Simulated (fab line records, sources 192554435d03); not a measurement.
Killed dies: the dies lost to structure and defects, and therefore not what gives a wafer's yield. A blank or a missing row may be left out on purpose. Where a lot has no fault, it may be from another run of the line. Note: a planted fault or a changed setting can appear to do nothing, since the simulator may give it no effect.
Which tool was responsible? -- flow n5 finfet -- 24 lots, 72 wafers sampled, at 4 steps of a route of 1938

== WHAT THE GAUGES READ, wafer by wafer ==
N5_BEOL_M14_INSPECT_55: inspects for defects (darkfield). Usual: raw defect count reads 69 (standard deviation 22).
lot,measured,on,raw defect count,flag
L074,day 10 22:11,defect inspect-02,60 54 92,
L075,day 11 04:38,defect inspect-02,75 42 53,
L077,day 11 23:35,defect inspect-01,59 67 88,
L078,day 11 23:22,defect inspect-01,66 70 60,
L076,day 12 00:23,defect inspect-02,55 77 99,
L079,day 12 01:59,defect inspect-02,106 100 147,
L080,day 12 08:14,defect inspect-02,64 47 65,
L081,day 12 15:27,defect inspect-02,75 56 33,
L083,day 12 18:28,defect inspect-02,82 74 95,
L082,day 13 00:43,defect inspect-01,52 110 42,
L084,day 13 08:35,defect inspect-02,30 44 42,
L085,day 14 03:05,defect inspect-01,54 65 45,
L087,day 14 07:05,defect inspect-02,87 63 96,
L088,day 14 16:26,defect inspect-02,103 59 79,
L089,day 14 22:08,defect inspect-02,72 77 111,
L086,day 15 00:45,defect inspect-02,73 39 63,
L090,day 15 12:13,defect inspect-01,50 35 81,
L091,day 15 21:43,defect inspect-02,51 59 63,
L093,day 16 00:21,defect inspect-01,72 45 64,
L092,day 16 04:16,defect inspect-01,44 63 47,
L095,day 16 07:43,defect inspect-02,57 56 109,
L094,day 16 19:40,defect inspect-02,59 81 81,
L096,day 16 22:56,defect inspect-01,79 83 53,
L097,day 17 01:36,defect inspect-01,68 61 87,

N5_BEOL_M15_CD_MEAS_10 targets a cd of 360 nm. Usual: cd nm reads 360.9 nm (standard deviation 1.4).
lot,measured,on,cd nm (nm),flag
L074,day 10 22:53,cd sem-02,362.0 363.0 363.2,
L075,day 11 05:22,cd sem-02,360.6 361.6 362.8,
L077,day 12 00:19,cd sem-01,359.2 360.7 358.4,
L078,day 11 23:57,cd sem-01,363.8 361.9 360.9,
L076,day 12 00:58,cd sem-01,357.8 358.7 359.4,
L079,day 12 02:43,cd sem-02,361.6 361.5 359.4,
L080,day 12 08:49,cd sem-02,362.5 362.0 360.6,
L081,day 12 16:02,cd sem-01,362.1 362.8 361.0,
L083,day 12 19:18,cd sem-02,360.0 358.3 360.2,
L082,day 13 01:19,cd sem-01,360.5 361.0 358.1,
L084,day 13 09:10,cd sem-01,360.0 361.3 362.2,
L085,day 14 03:41,cd sem-01,361.8 358.9 360.6,
L087,day 14 07:41,cd sem-02,360.4 359.5 359.6,
L088,day 14 17:02,cd sem-02,361.0 361.4 360.7,
L089,day 14 22:52,cd sem-03,361.2 363.1 361.0,
L086,day 15 01:20,cd sem-03,358.5 360.1 361.4,
L090,day 15 12:56,cd sem-02,362.7 361.6 363.8,
L091,day 15 22:19,cd sem-03,361.6 360.5 360.8,
L093,day 16 01:04,cd sem-03,363.7 360.9 360.2,
L092,day 16 04:51,cd sem-03,359.7 360.8 361.4,
L095,day 16 08:26,cd sem-02,362.2 361.7 362.2,
L094,day 16 20:23,cd sem-02,361.1 359.0 358.6,
L096,day 16 23:31,cd sem-01,361.0 357.9 359.6,
L097,day 17 02:19,cd sem-03,360.1 359.2 360.1,

== EACH LOT AND THE TOOL THAT RAN IT (in order: tool; ch and the chambers of the sampled wafers; start) ==
lot,N5_BEOL_M14_PRE_CLEAN_42,N5_BEOL_M15_ILD_DEP_00
L074,"pvd sputter-03, day 10 20:56","pecvd-04 ch 0,1, day 10 22:14"
L075,"pvd sputter-01, day 11 03:02","pecvd-04 ch 0,2, day 11 04:41"
L077,"pvd sputter-03, day 11 21:35","pecvd-01 ch 1,2, day 11 23:37"
L078,"pvd sputter-02, day 11 21:35","pecvd-04 ch 0,2, day 11 23:24"
L076,"pvd sputter-03, day 11 22:07","pecvd-02 ch 0,1,2, day 12 00:25"
L079,"pvd sputter-02, day 12 00:33","pecvd-04 ch 0,2, day 12 02:02"
L080,"pvd sputter-01, day 12 06:59","pecvd-01 ch 1,2, day 12 08:16"
L081,"pvd sputter-01, day 12 14:12","pecvd-02 ch 0,1, day 12 15:29"
L083,"pvd sputter-02, day 12 17:13","pecvd-01 ch 1,2, day 12 18:31"
L082,"pvd sputter-02, day 12 23:28","pecvd-02 ch 1,2, day 13 00:46"
L084,"pvd sputter-03, day 13 07:19","pecvd-02 ch 0,1,2, day 13 08:37"
L085,"pvd sputter-03, day 14 01:50","pecvd-04 ch 0,1, day 14 03:07"
L087,"pvd sputter-03, day 14 05:50","pecvd-02 ch 0,1,2, day 14 07:08"
L088,"pvd sputter-01, day 14 15:11","pecvd-01 ch 0,2, day 14 16:28"
L089,"pvd sputter-02, day 14 20:53","pecvd-01 ch 1,2, day 14 22:11"
L086,"pvd sputter-03, day 14 23:29","pecvd-02 ch 0,2, day 15 00:47"
L090,"pvd sputter-02, day 15 10:49","pecvd-02 ch 0,1,2, day 15 12:15"
L091,"pvd sputter-02, day 15 20:28","pecvd-04 ch 0,1,2, day 15 21:46"
L093,"pvd sputter-03, day 15 23:05","pecvd-02 ch 0,1,2, day 16 00:23"
L092,"pvd sputter-02, day 16 02:45","pecvd-04 ch 0,1,2, day 16 04:18"
L095,"pvd sputter-03, day 16 06:28","pecvd-02 ch 0,1,2, day 16 07:46"
L094,"pvd sputter-02, day 16 18:25","pecvd-01 ch 0,1,2, day 16 19:43"
L096,"pvd sputter-02, day 16 21:40","pecvd-04 ch 0,1,2, day 16 22:58"
L097,"pvd sputter-01, day 17 00:21","pecvd-02 ch 0,1, day 17 01:38"
- N5_BEOL_M14_PRE_CLEAN_42: time 30 s.
- N5_BEOL_M15_ILD_DEP_00: deposits SiO2 from TEOS/O2, target thk 1629.3 nm, time 346.1 s.

== AS READ BY THE TOOLS THEMSELVES (means over the sampled wafers that have a number; for cases with no such wafer, the mark the record gives instead) ==
N5_BEOL_M14_PRE_CLEAN_42. Usual: heater power w 445 W, standard deviation 46; susceptor temp C 300.00 C, standard deviation 0.21.
lot,tool,heater power w (W),susceptor temp C (C),flag
L074,pvd sputter-03,465,299.84,
L075,pvd sputter-01,438,299.86,
L077,pvd sputter-03,453,299.96,
L078,pvd sputter-02,470,300.05,
L076,pvd sputter-03,449,300.16,
L079,pvd sputter-02,417,299.90,
L080,pvd sputter-01,413,299.81,
L081,pvd sputter-01,437,299.98,
L083,pvd sputter-02,454,300.00,
L082,pvd sputter-02,500,300.01,
L084,pvd sputter-03,443,299.97,
L085,pvd sputter-03,443,300.12,
L087,pvd sputter-03,455,300.38,
L088,pvd sputter-01,394,299.66,
L089,pvd sputter-02,455,300.20,
L086,pvd sputter-03,463,299.96,
L090,pvd sputter-02,511,300.03,
L091,pvd sputter-02,452,299.87,
L093,pvd sputter-03,451,299.87,
L092,pvd sputter-02,427,300.06,
L095,pvd sputter-03,442,299.90,
L094,pvd sputter-02,420,300.00,
L096,pvd sputter-02,461,300.00,
L097,pvd sputter-01,471,300.05,

N5_BEOL_M15_ILD_DEP_00. Usual: heater power w 547 W, standard deviation 77; showerhead plenum p Torr 8.337 Torr, standard deviation 0.017; susceptor temp C 400.03 C, standard deviation 0.22; throttle valve pct 19.0 %, standard deviation 1.4.
lot,tool,heater power w (W),showerhead plenum p Torr (Torr),susceptor temp C (C),throttle valve pct (%),flag
L074,pecvd-04,507,8.344,400.04,20.7,
L075,pecvd-04,551,8.324,400.12,17.3,
L077,pecvd-01,501,8.332,400.02,18.2,
L078,pecvd-04,531,8.329,400.22,18.1,
L076,pecvd-02,601,8.344,400.18,19.0,
L079,pecvd-04,588,8.348,399.69,17.6,
L080,pecvd-01,507,8.318,400.01,19.3,
L081,pecvd-02,569,8.345,399.86,19.5,
L083,pecvd-01,479,8.320,400.05,18.0,
L082,pecvd-02,514,8.335,400.11,18.6,
L084,pecvd-02,578,8.337,400.10,19.0,
L085,pecvd-04,539,8.352,399.66,20.8,
L087,pecvd-02,555,8.351,400.21,19.1,
L088,pecvd-01,509,8.335,399.98,18.2,
L089,pecvd-01,538,8.326,400.02,18.2,
L086,pecvd-02,499,8.343,400.09,19.1,
L090,pecvd-02,521,8.349,399.93,19.1,
L091,pecvd-04,570,8.339,400.11,19.1,
L093,pecvd-02,502,8.342,400.04,19.0,
L092,pecvd-04,557,8.348,400.22,19.1,
L095,pecvd-02,585,8.344,400.14,18.9,
L094,pecvd-01,559,8.330,400.01,18.8,
L096,pecvd-04,548,8.348,399.90,19.2,
L097,pecvd-02,652,8.343,399.78,19.5,

== THE ANSWER, worked out from the rows above alone ==
Rule: a lot counts as off when the mean over its wafers that have a number is more than 3 standard deviations away from the usual mean. A lot without any number at a reading at which 4 lots or more have one is off too. The other lots that the step has rows for count as sound. The gauges are gone through in route order, then the tools' own readings, and for those a lot's mean is taken as printed above. The first step at which some lot is off is used, and at that step the reading that is off furthest; a lot without a number counts as furthest.
No lot is off at any reading shown: from this, nothing can be told.

== WHAT THE SIMULATOR HAD INSERTED ==
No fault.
